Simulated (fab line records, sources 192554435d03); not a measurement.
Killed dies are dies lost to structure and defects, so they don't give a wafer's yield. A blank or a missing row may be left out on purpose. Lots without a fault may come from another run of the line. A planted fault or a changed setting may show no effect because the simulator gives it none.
fab line records | flow n5_finfet
record lots=7 wafers=21
route steps=1938 shown BEOL_M10@1476 BEOL_M11@1560 BEOL_M12@1639 BEOL_M14@1762 MIM_BOT@1833
start_h: hours from the record's first day to the start of the lot's first wafer shown | wait_h: hours since the lot's step before | " the same as in the row above | L1.1+2: a row that stands for several wafers | - no value, or no start given | * or withheld: withheld | < > ~ a bound
route shown NAME@n: a module of which the file shows steps, and the number in the route of the first | usual: mean/standard deviation of fault-free wafers | same: alike in all rows | chamber/n: place in a boat | sites: the reading at each site | _std_site: their standard deviation | _edge_site: outer sites' mean less inner sites' | radius_mm: how far each site lies from the wafer's centre | mask NAME#n: copy n | behind: the tool/chamber that last shaped the wafer | hold: why the lot was held/for how many hours/how that ended | device: the transistor (n, p or np) that didn't switch | end of line: the same wafers' tests at the end of the route | a step without rows: its recipe alone | killed: dies lost to structure and defects at the first sort, not the wafer's yield | map: a wafer's dies, x killed, . not, _ none there
set.NAME: the setting as run; set.NAME@STEP: as run at that earlier step | model.NAME: the simulator's own value behind a step, which no gauge read
lots whose settings were changed on purpose; a table a step, a row a wafer
## steps
# step N5_BEOL_M10_COAT_60
# recipe resist=SiARC temp_c=220 time_s=60 spin_rpm=1500 resist_thk_nm=30
# columns lot.wafer tool chamber start_h wait_h set.spin_rpm model.SiARC_of_BEOL_M10_COAT_60.thk_nm
L080.1+2 litho_track-02 0 - - 1500 30
L080.4 " 0 " " 1595 29
L079.2 litho_track-04 0 - - 1438 30.8
L079.3 " 0 " " 1500 30
L079.4 " 0 " " 1500 29.8
L085.2 litho_track-02 0 - - 1354 31.6
L085.4 " 0 " " 1354 31.8
L085.6 " 0 " " 1500 30
L094.2 litho_track-02 0 - - 1500 30.2
L094.5+6 " 0 " " 1500 30
L093.2+3+4 litho_track-02 0 - - 1500 30.2
L095.2 litho_track-04 0 - - 1397 31
L095.4+5 " 0 " " 1500 30
L097.1 litho_track-04 0 - - 1500 30.2
L097.3+6 " 0 " " 1500 30
# step N5_BEOL_M10_COAT_05
# recipe resist=CAR-ArF spin_rpm=1500 resist_thk_nm=90
# step N5_BEOL_M10_EBR_07
# recipe solvent=PGMEA ebr_width_mm=1.5
# step N5_BEOL_M10_DESCUM_16
# recipe chemistry=O2 time_s=7.9 source_power_w=50 bias_power_w=20 pressure_mtorr=20 rf_frequency_hz=2.712e+07 temp_c=40 resist=CAR-ArF o2_flow_sccm=225
# step N5_BEOL_M10_ETCH_61
# recipe chemistry=CF4 target=SiARC target_depth_a=390 mask_material=CAR-ArF time_s=65 ion_energy_ev=80 pressure_mtorr=40 source_w=545 bias_w=36 Ar_flow_sccm=100 cf4_flow_sccm=100 ends=cleared
# columns lot.wafer tool chamber start_h wait_h set.spin_rpm@BEOL_M10_COAT_60 model.etch.depth_nm model.CAR-ArF_of_BEOL_M10_COAT_05.thk_nm
L080.1 rie_diel-03 2 263.66 0.0 1500 29.96 55.4
L080.2 " 3 " " 1500 29.98 55.4
L080.4 " 1 " " 1595 29.05 56.4
L079.2 rie_diel-02 3 270.33 0.0 1438 30.72 54.8
L079.3 " 0 " " 1500 30.01 55.6
L079.4 " 2 " " 1500 29.88 55.8
L085.2 rie_diel-05 3 297.56 0.0 1354 31.66 54
L085.4 " 0 " " 1354 31.74 54
L085.6 " 1 " " 1500 30 55.8
L094.2 rie_diel-05 1 335.52 0.0 1500 30.12 55.4
L094.5 " 3 " " 1500 30.05 55
L094.6 " 0 " " 1500 30.07 55.4
L093.2 rie_diel-05 1 338.88 0.0 1500 30.11 55.2
L093.3+4 " 3,1 " " 1500 30.19 55
L095.2 rie_diel-05 1 355.95 0.0 1397 31.09 54.4
L095.4 " 3 " " 1500 29.94 55.6
L095.5 " 0 " " 1500 30.01 55.6
L097.1 rie_diel-02 0 371.61 0.0 1500 30.1 55.8
L097.3 " 3 " " 1500 30.07 55.8
L097.6 " 3 " " 1500 30.01 55.8
# step N5_BEOL_M10_ETCH_62
# recipe chemistry=N2/H2 target=SOC target_depth_a=1100 overetch_a=220 mask_material=SiARC temp_c=40 time_s=165 ion_energy_ev=200 pressure_mtorr=30 source_w=840 bias_w=150 n2_flow_sccm=200 h2_flow_sccm=200
# columns lot.wafer tool chamber start_h wait_h set.spin_rpm@BEOL_M10_COAT_60 model.SiARC_of_BEOL_M10_COAT_60.thk_nm
L080.1 rie_diel-03 2 263.71 0.0 1500 23.2
L080.2 " 3 " " 1500 23.6
L080.4 " 1 " " 1595 22.8
L079.2 rie_diel-02 3 270.38 0.0 1438 24.2
L079.3 " 0 " " 1500 23.2
L079.4 " 2 " " 1500 23
L085.2+4 rie_diel-05 3,0 297.61 0.0 1354 25
L085.6 " 1 " " 1500 23.2
L094.2+5+6 rie_diel-05 1,3,0 335.57 0.0 1500 23.2
L093.2 rie_diel-05 1 338.93 0.0 1500 23.2
L093.3+4 " 3,1 " " 1500 23.4
L095.2 rie_diel-05 1 356.00 0.0 1397 24.2
L095.4 " 3 " " 1500 23.2
L095.5 " 0 " " 1500 23.4
L097.1 rie_diel-02 0 371.66 0.0 1500 23.4
L097.3+6 " 3 " " 1500 23.6
# step N5_BEOL_M11_COAT_63
# recipe resist=SOC temp_c=250 time_s=60 spin_rpm=1500 resist_thk_nm=100
# columns lot.wafer tool chamber start_h wait_h set.spin_rpm model.SOC_of_BEOL_M11_COAT_63.thk_nm
L080.1 litho_track-02 0 272.61 1.7 1442 102
L080.2 " 0 " " 1500 99.6
L080.4 " 0 " " 1500 100
L079.2+3 litho_track-02 0 282.43 2.5 1500 99.8
L079.4 " 0 " " 1500 100
L085.2+6 litho_track-01 0 308.58 0.6 1500 100
L085.4 " 0 " " 1500 100.2
L094.2+5 litho_track-05 0 345.62 1.9 1500 100
L094.6 " 0 " " 1500 99.8
L093.2 litho_track-01 0 347.45 0.2 1500 100
L093.3 " 0 " " 1358 104.8
L093.4 " 0 " " 1358 105.2
L095.2 litho_track-01 0 367.02 0.0 1500 100.4
L095.4+5 " 0 " " 1340 106
L097.1 litho_track-02 0 381.72 1.2 1599 96.8
L097.3 " 0 " " 1500 100.2
L097.6 " 0 " " 1599 97
# step N5_BEOL_M11_PEB_26
# recipe peb_temp_c=withheld peb_time_s=60 resist=CAR-ArF
# columns lot.wafer tool chamber start_h wait_h set.peb_time_s
L080.1+4 litho_track-05 0 272.92 0.1 60
L080.2 " 0 " " 65.52
L079.2+3 litho_track-05 0 282.74 0.1 60
L079.4 " 0 " " 49.26
L085.2+6 litho_track-02 0 308.89 0.1 60
L085.4 " 0 " " 55.77
L094.2+5+6 litho_track-02 0 346.10 0.1 60
L093.2+3 litho_track-02 0 347.63 0.1 60
L093.4 " 0 " " 52.92
L095.2+5 litho_track-02 0 367.20 0.1 60
L095.4 " 0 " " 64.01
L097.1+3+6 litho_track-02 0 382.03 0.1 60
# step N5_BEOL_M11_DEVELOP_27
# recipe develop_time_s=30 developer=TMAH resist=CAR-ArF rinse_liquid=diw dry=air_spin dev_temp_c=23
# step N5_BEOL_M11_CD_MEAS_28
# recipe target_cd_nm=70 landing_energy_ev=500 detector=se_inlens polarity=opening
# usual cd_nm=69.9/0.97
# columns lot.wafer tool chamber start_h wait_h set.peb_time_s@BEOL_M11_PEB_26 cd_nm
L080.1 cd_sem-02 0 272.99 - 60 69.9
L080.2 " 0 " " 65.52 75.8
L080.4 " 0 " " 60 71.1
L079.2 cd_sem-03 0 282.81 - 60 70.7
L079.3 " 0 " " 60 68.9
L079.4 " 0 " " 49.26 61.6
L085.2 cd_sem-02 0 308.96 - 60 70.4
L085.4 " 0 " " 55.77 66.9
L085.6 " 0 " " 60 70.2
L094.2 cd_sem-01 0 346.16 - 60 70.3
L094.5 " 0 " " 60 68.6
L094.6 " 0 " " 60 68.6
L093.2 cd_sem-02 0 347.70 - 60 70.2
L093.3 " 0 " " 60 70.5
L093.4 " 0 " " 52.92 65.2
L095.2 cd_sem-02 0 367.27 - 60 70.6
L095.4 " 0 " " 64.01 74.8
L095.5 " 0 " " 60 71.0
L097.1 cd_sem-02 0 382.09 - 60 68.0
L097.3 " 0 " " 60 69.3
L097.6 " 0 " " 60 70.3
# step N5_BEOL_M11_ETCH_66
# recipe chemistry=N2/H2 target=SOC target_depth_a=1200 overetch_a=240 mask_material=SiARC temp_c=40 time_s=180 ion_energy_ev=200 pressure_mtorr=30 source_w=840 bias_w=150 n2_flow_sccm=200 h2_flow_sccm=200
# columns lot.wafer tool chamber start_h wait_h set.time_s set.spin_rpm@BEOL_M11_COAT_63 model.etch.depth_nm model.SiARC_of_BEOL_M11_COAT_64.thk_nm
L080.1 rie_diel-06 0 273.16 0.0 180 1442 101.9 23
L080.2 " 2 " " 180 1500 99.64 22.6
L080.4 " 3 " " 158.3 1500 100 23.4
L079.2 rie_diel-04 2 282.98 0.0 160.7 1500 99.72 23.8
L079.3 " 3 " " 180 1500 99.89 22.6
L079.4 " 3 " " 160.7 1500 99.91 23.6
L085.2 rie_diel-06 2 309.89 0.0 143.2 1500 99.92 24.2
L085.4 " 0 " " 143.2 1500 100.2 24.6
L085.6 " 0 " " 143.2 1500 100 24.6
L094.2+5 rie_diel-04 2 346.33 0.0 180 1500 100 23.4
L094.6 " 3 " " 180 1500 99.87 23
L093.2 rie_diel-01 2 347.87 0.0 180 1500 99.93 23
L093.3 " 0 " " 180 1358 104.9 23
L093.4 " 3 " " 180 1358 105.1 22.4
L095.2 rie_diel-04 0 367.44 0.0 158.3 1500 100.3 23.4
L095.4 " 2 " " 158.3 1340 106.1 24
L095.5 " 1 " " 180 1340 106.1 22
L097.1 rie_diel-01 0 382.27 0.0 204.5 1599 96.81 21.8
L097.3 " 3 " " 204.5 1500 100.1 21.4
L097.6 " 1 " " 180 1599 97.05 22.8
# step N5_BEOL_M11_ETCH_41
# recipe chemistry=CH3F/O2 target=SiCN target_depth_a=426 taper_deg=2 time_s=86 ion_energy_ev=120 mask_material=TiN pressure_mtorr=30 source_w=395 bias_w=75 Ar_flow_sccm=150 CH3F_flow_sccm=30 O2_flow_sccm=20
# columns lot.wafer tool chamber start_h wait_h set.time_s model.etch.depth_nm
L080.1 rie_diel-06 0 - - 96.84 35.91
L080.2 " 2 " " 86 32.82
L080.4 " 3 " " 86 33.26
L079.2 rie_diel-04 2 - - 93.29 34.92
L079.3 " 3 " " 86 32.79
L079.4 " 3 " " 93.29 35.13
L085.2 rie_diel-06 2 - - 86 32.79
L085.4 " 0 " " 86 31.82
L085.6 " 0 " " 86 31.79
L094.2 rie_diel-04 2 - - 86 31.74
L094.5 " 2 " " 86 31.72
L094.6 " 3 " " 86 32.54
L093.2 rie_diel-01 2 - - 86 32.11
L093.3 " 0 " " 103.9 38.6
L093.4 " 3 " " 103.9 40.74
L095.2 rie_diel-04 0 - - 86 31.78
L095.4 " 2 " " 73.12 26.79
L095.5 " 1 " " 86 34.14
L097.1 rie_diel-01 0 - - 86 32.27
L097.3 " 3 " " 86 33.3
L097.6 " 1 " " 86 32.85
# step N5_BEOL_M12_TRENCH_ETCH_34
# recipe chemistry=C4F8/O2/Ar target=SiOC target_depth_a=3189.5 mask_material=SOC pressure_mtorr=30 source_w=3000 bias_w=700 Ar_flow_sccm=400 C4F8_flow_sccm=15 O2_flow_sccm=8 he_inner_torr=15 he_outer_torr=30 time_s=125.5 ion_energy_ev=250
# columns lot.wafer tool chamber start_h wait_h set.time_s model.etch.depth_nm
L080.1 rie_diel-03 2 278.19 0.0 125.5 321.3
L080.2 " 1 " " 125.5 315.1
L080.4 " 0 " " 125.5 320.7
L079.2 rie_diel-03 0 288.09 0.0 125.5 325.1
L079.3 " 2 " " 125.5 322.7
L079.4 " 1 " " 125.5 319.7
L085.2 rie_diel-03 3 317.18 0.0 125.5 324.1
L085.4 " 2 " " 146 379.3
L085.6 " 0 " " 146 378.8
L094.2 rie_diel-03 1 352.19 0.0 125.5 318
L094.5 " 1 " " 125.5 317.4
L094.6 " 2 " " 125.5 323.5
L093.2 rie_diel-02 0 352.97 0.0 125.5 315.3
L093.3 " 3 " " 125.5 321.2
L093.4 " 0 " " 125.5 318
L095.2 rie_diel-02 0 373.86 0.0 125.5 316.4
L095.4 " 2 " " 113.1 290.1
L095.5 " 0 " " 113.1 285.1
L097.1 rie_diel-02 3 389.98 0.0 108.2 273.6
L097.3 " 2 " " 125.5 325.6
L097.6 " 2 " " 125.5 320.5
# step N5_BEOL_M12_STRIP_70
# recipe chemistry=C4F8/O2/Ar resist=SiARC rf_frequency_hz=6e+07
# step N5_BEOL_M12_OCD_MEAS_35
# usual trench_depth_nm=321/3.9
# columns lot.wafer tool chamber start_h wait_h set.time_s@BEOL_M12_TRENCH_ETCH_34 trench_depth_nm
L080.1 ocd-01 - 278.35 0.0 125.5 321
L080.2 " - " " 125.5 314
L080.4 " - " " 125.5 321
L079.2 ocd-01 - 288.24 0.0 125.5 325
L079.3 " - " " 125.5 323
L079.4 " - " " 125.5 319
L085.2 ocd-02 - 317.33 0.0 125.5 324
L085.4 " - " " 146 380
L085.6 " - " " 146 379
L094.2 ocd-01 - 352.34 0.0 125.5 318
L094.5 " - " " 125.5 317
L094.6 " - " " 125.5 324
L093.2 ocd-01 - 353.12 0.0 125.5 315
L093.3 " - " " 125.5 321
L093.4 " - " " 125.5 318
L095.2 ocd-02 - 374.02 0.0 125.5 317
L095.4 " - " " 113.1 290
L095.5 " - " " 113.1 285
L097.1 ocd-02 - 390.14 0.0 108.2 274
L097.3 " - " " 125.5 326
L097.6 " - " " 125.5 321
# step N5_BEOL_M12_SPUTTER_44
# recipe material=Ta target_thk_a=100 temp_c=50 bias_v=80 power_w=15000 chamber_pressure_pa=0.07 time_s=16.13
# columns lot.wafer tool chamber start_h wait_h set.time_s model.Ta_of_BEOL_M12_SPUTTER_44.thk_nm
L080.1 pvd_sputter-02 - 279.28 0.0 16.13 9.8
L080.2 " - " " 16.13 10
L080.4 " - " " 15.39 9.4
L079.2+3 pvd_sputter-01 - 292.03 0.0 16.13 10.2
L079.4 " - " " 16.13 10
L085.2+4+6 pvd_sputter-02 - 318.06 0.0 16.13 10
L094.2+5+6 pvd_sputter-01 - 358.59 0.0 16.13 10
L093.2 pvd_sputter-01 - 358.99 0.0 16.13 10
L093.3 " - " " 16.13 10.2
L093.4 " - " " 17.58 10.8
L095.2+5 pvd_sputter-03 - 376.19 0.0 16.13 10
L095.4 " - " " 15.32 9.4
L097.1 pvd_sputter-02 - 392.38 0.0 14.55 9.2
L097.3+6 " - " " 16.13 10.2
# step N5_BEOL_M12_SPUTTER_45
# recipe material=Cu target_thk_a=800 temp_c=-20 bias_v=60 power_w=26000 chamber_pressure_pa=0.13 time_s=13.33
# step N5_BEOL_M12_ECD_47
# recipe material=Cu target_thk_a=7200
# step N5_BEOL_M12_ANNEAL_48
# recipe temp_c=225 time_s=90 ambient=N2
# step N5_BEOL_M12_CMP_49
# recipe stop_on=SiOC t_overpolish_s=20.6 down_force_psi=1 platen_rpm=50 clearing_platen_down_force_psi=1.5 clearing_platen_rpm=50 post_cmp_clean=cu_alkaline target_thk_nm=320 clearing_platen_pad_velocity_m_s=0.99484 pad_velocity_m_s=0.99484
# columns lot.wafer tool chamber start_h wait_h set.time_s@BEOL_M12_TRENCH_ETCH_34 model.Cu_of_BEOL_M12_ECD_47.thk_nm
L080.2 cmp-03 3 279.96 0.2 125.5 317.4
L080.4 " 0 " " 125.5 324.2
L080.1 " 1 " " 125.5 322.6
L079.3 cmp-04 0 292.68 0.2 125.5 323.8
L079.2 " 1 " " 125.5 325.2
L079.4 " 2 " " 125.5 321.8
L085.4 cmp-03 3 318.79 0.2 146 381
L085.2 " 0 " " 125.5 326.4
L085.6 " 2 " " 146 379.8
L094.2 cmp-03 2 359.28 0.3 125.5 319.2
L094.5 " 1 " " 125.5 319.6
L094.6 " 2 " " 125.5 324.2
L093.3 cmp-01 3 359.63 0.2 125.5 320.4
L093.4 " 0 " " 125.5 316.8
L093.2 " 2 " " 125.5 314.6
L095.4 cmp-04 0 377.20 0.1 113.1 293.4
L095.2 " 3 " " 125.5 317.6
L095.5 " 0 " " 113.1 287.8
L097.1 cmp-04 2 393.11 0.3 108.2 276.4
L097.3 " 3 " " 125.5 326.6
L097.6 " 3 " " 125.5 321.4
# step N5_BEOL_M12_THK_MEAS_50
# recipe thk_meas_gauge=xrf reads=Cu_of_BEOL_M12_ECD_47
# usual M12_THK=319/4.3
# columns lot.wafer tool chamber start_h wait_h set.time_s@BEOL_M12_TRENCH_ETCH_34 M12_THK[nm]
L080.1 film_metro-02 - 280.21 - 125.5 320
L080.2 " - " " 125.5 314
L080.4 " - " " 125.5 322
L079.2 film_metro-01 - 292.98 - 125.5 319
L079.3 " - " " 125.5 317
L079.4 " - " " 125.5 318
L085.2 film_metro-02 - 319.01 - 125.5 320
L085.4 " - " " 146 371
L085.6 " - " " 146 370
L094.2 film_metro-02 - 359.54 - 125.5 311
L094.5 " - " " 125.5 312
L094.6 " - " " 125.5 316
L093.2 film_metro-01 - 359.92 - 125.5 311
L093.3 " - " " 125.5 315
L093.4 " - " " 125.5 311
L095.2 film_metro-01 - 377.49 - 125.5 317
L095.4 " - " " 113.1 292
L095.5 " - " " 113.1 287
L097.1 film_metro-02 - 393.40 - 108.2 274
L097.3 " - " " 125.5 323
L097.6 " - " " 125.5 319
# step N5_BEOL_M12_PRE_CLEAN_52
# recipe gas=NH3 time_s=15 temp_c=withheld rf_power_w=300
# step N5_BEOL_M12_DEP_53
# recipe material=SiCN target_thk_a=300 temp_c=withheld precursor=3MS/NH3 pressure_torr=3 rf_w=675 time_s=10.5
# step N5_BEOL_M12_RS_MEAS_54
# recipe thk_meas_gauge=four-point-probe reads=Cu_of_BEOL_M12_ECD_47+Ta_of_BEOL_M12_SPUTTER_44+TaN_of_BEOL_M12_SPUTTER_43
# usual M12_RS=0.0595/0.00078
# columns lot.wafer tool chamber start_h wait_h set.time_s@BEOL_M12_TRENCH_ETCH_34 M12_RS[ohm/sq]
L080.1 film_metro-02 - 280.34 0.0 125.5 0.0596
L080.2 " - " " 125.5 0.0605
L080.4 " - " " 125.5 0.0591
L079.2 film_metro-01 - 293.10 0.0 125.5 0.0590
L079.3 " - " " 125.5 0.0593
L079.4 " - " " 125.5 0.0596
L085.2 film_metro-02 - 319.14 0.0 125.5 0.0588
L085.4 " - " " 146 0.0501
L085.6 " - " " 146 0.0502
L094.2 film_metro-02 - 359.66 0.0 125.5 0.0602
L094.5 " - " " 125.5 0.0603
L094.6 " - " " 125.5 0.0593
L093.2 film_metro-02 - 360.05 0.0 125.5 0.0612
L093.3 " - " " 125.5 0.0600
L093.4 " - " " 125.5 0.0608
L095.2 film_metro-02 - 377.62 0.0 125.5 0.0606
L095.4 " - " " 113.1 0.0659
L095.5 " - " " 113.1 0.0671
L097.1 film_metro-02 - 393.55 0.1 108.2 0.0701
L097.3 " - " " 125.5 0.0588
L097.6 " - " " 125.5 0.0598
# step N5_BEOL_M14_SPUTTER_43
# recipe material=TaN target_thk_a=150 temp_c=50 bias_v=168.6 power_w=15000 chamber_pressure_pa=0.12 time_s=24.19
# columns lot.wafer tool chamber start_h wait_h set.power_w model.TaN_of_BEOL_M14_SPUTTER_43.thk_nm
L080.1+4 pvd_sputter-02 - 290.81 0.0 15000 15.2
L080.2 " - " " 13990 14
L079.2+4 pvd_sputter-01 - 303.96 0.0 15000 14.8
L079.3 " - " " 15000 15
L085.2 pvd_sputter-03 - 327.18 0.0 15000 15.2
L085.4 " - " " 15000 14.8
L085.6 " - " " 13380 13.2
L094.2 pvd_sputter-02 - 372.47 0.0 15000 15.2
L094.5+6 " - " " 15000 15
L093.2 pvd_sputter-02 - 373.71 0.0 15000 14.8
L093.3 " - " " 17650 17.2
L093.4 " - " " 17650 17.4
L095.2 pvd_sputter-01 - 388.67 0.0 13950 13.6
L095.4 " - " " 13950 13.8
L095.5 " - " " 15000 14.8
L097.1 pvd_sputter-03 - 407.00 0.0 14000 13.8
L097.3 " - " " 15000 15
L097.6 " - " " 14000 14
# step N5_MIM_BOT_SPUTTER_00
# recipe material=TiN target_thk_a=350 temp_c=200 power_w=3000 chamber_pressure_pa=0.49996 gas=Ar reactive_partial_pa=0.37997 time_s=89.7
# columns lot.wafer tool chamber start_h wait_h set.power_w model.TiN_of_MIM_BOT_SPUTTER_00.thk_nm
L080.1 pvd_sputter-03 - 302.78 0.0 2840 33.4
L080.2 " - " " 3000 34.6
L080.4 " - " " 3000 35.4
L079.2+4 pvd_sputter-03 - 313.27 0.0 3000 34.8
L079.3 " - " " 3000 35.2
L085.2 pvd_sputter-02 - 335.27 0.0 3000 34.8
L085.4 " - " " 3000 34.4
L085.6 " - " " 3000 35
L094.2+6 pvd_sputter-01 - 383.31 0.0 3000 35.4
L094.5 " - " " 3000 35.2
L093.2 pvd_sputter-02 - 387.28 0.0 3000 35
L093.3 " - " " 2797 32
L093.4 " - " " 2797 32.2
L095.2 pvd_sputter-03 - 400.71 0.0 3000 35.8
L095.4 " - " " 3492 40.8
L095.5 " - " " 3000 35.6
L097.1 pvd_sputter-03 - 418.17 0.0 3000 35.2
L097.3 " - " " 3000 34.8
L097.6 " - " " 2802 33
## key
split step=N5_BEOL_M10_COAT_60 setting=spin_rpm stated=1500 by=wafer
response step=N5_BEOL_M10_COAT_60 reading=model.SiARC_of_BEOL_M10_COAT_60.thk_nm change=-0.168 per=1% r=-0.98
response step=N5_BEOL_M10_ETCH_61 reading=model.etch.depth_nm change=-0.167 per=1% r=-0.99
response step=N5_BEOL_M10_ETCH_61 reading=model.CAR-ArF_of_BEOL_M10_COAT_05.thk_nm change=+0.18 per=1% r=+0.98
response step=N5_BEOL_M10_ETCH_62 reading=model.SiARC_of_BEOL_M10_COAT_60.thk_nm change=-0.161 per=1% r=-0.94
split step=N5_BEOL_M11_COAT_63 setting=spin_rpm stated=1500 by=wafer
response step=N5_BEOL_M11_COAT_63 reading=model.SOC_of_BEOL_M11_COAT_63.thk_nm change=-0.524 per=1% r=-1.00
response step=N5_BEOL_M11_ETCH_66 reading=model.etch.depth_nm change=-0.529 per=1% r=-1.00
split step=N5_BEOL_M11_PEB_26 setting=peb_time_s stated=60 by=wafer
response step=N5_BEOL_M11_CD_MEAS_28 reading=cd_nm change=+0.481 per=1% r=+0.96
split step=N5_BEOL_M11_ETCH_66 setting=time_s stated=180 by=wafer
response step=N5_BEOL_M11_ETCH_66 reading=model.SiARC_of_BEOL_M11_COAT_64.thk_nm change=-0.0945 per=1% r=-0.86
split step=N5_BEOL_M11_ETCH_41 setting=time_s stated=86 by=wafer
response step=N5_BEOL_M11_ETCH_41 reading=model.etch.depth_nm change=+0.343 per=1% r=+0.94
split step=N5_BEOL_M12_TRENCH_ETCH_34 setting=time_s stated=125.5 by=wafer
response step=N5_BEOL_M12_TRENCH_ETCH_34 reading=model.etch.depth_nm change=+3.36 per=1% r=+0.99
response step=N5_BEOL_M12_OCD_MEAS_35 reading=trench_depth_nm change=+3.38 per=1% r=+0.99
response step=N5_BEOL_M12_CMP_49 reading=model.Cu_of_BEOL_M12_ECD_47.thk_nm change=+3.26 per=1% r=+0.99
response step=N5_BEOL_M12_THK_MEAS_50 reading=M12_THK change=+3.13 per=1% r=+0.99
response step=N5_BEOL_M12_RS_MEAS_54 reading=M12_RS change=-0.000627 per=1% r=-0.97
split step=N5_BEOL_M12_SPUTTER_44 setting=time_s stated=16.13 by=wafer
response step=N5_BEOL_M12_SPUTTER_44 reading=model.Ta_of_BEOL_M12_SPUTTER_44.thk_nm change=+0.0959 per=1% r=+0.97
split step=N5_BEOL_M14_SPUTTER_43 setting=power_w stated=15000 by=wafer
response step=N5_BEOL_M14_SPUTTER_43 reading=model.TaN_of_BEOL_M14_SPUTTER_43.thk_nm change=+0.153 per=1% r=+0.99
split step=N5_MIM_BOT_SPUTTER_00 setting=power_w stated=3000 by=wafer
response step=N5_MIM_BOT_SPUTTER_00 reading=model.TiN_of_MIM_BOT_SPUTTER_00.thk_nm change=+0.323 per=1% r=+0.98
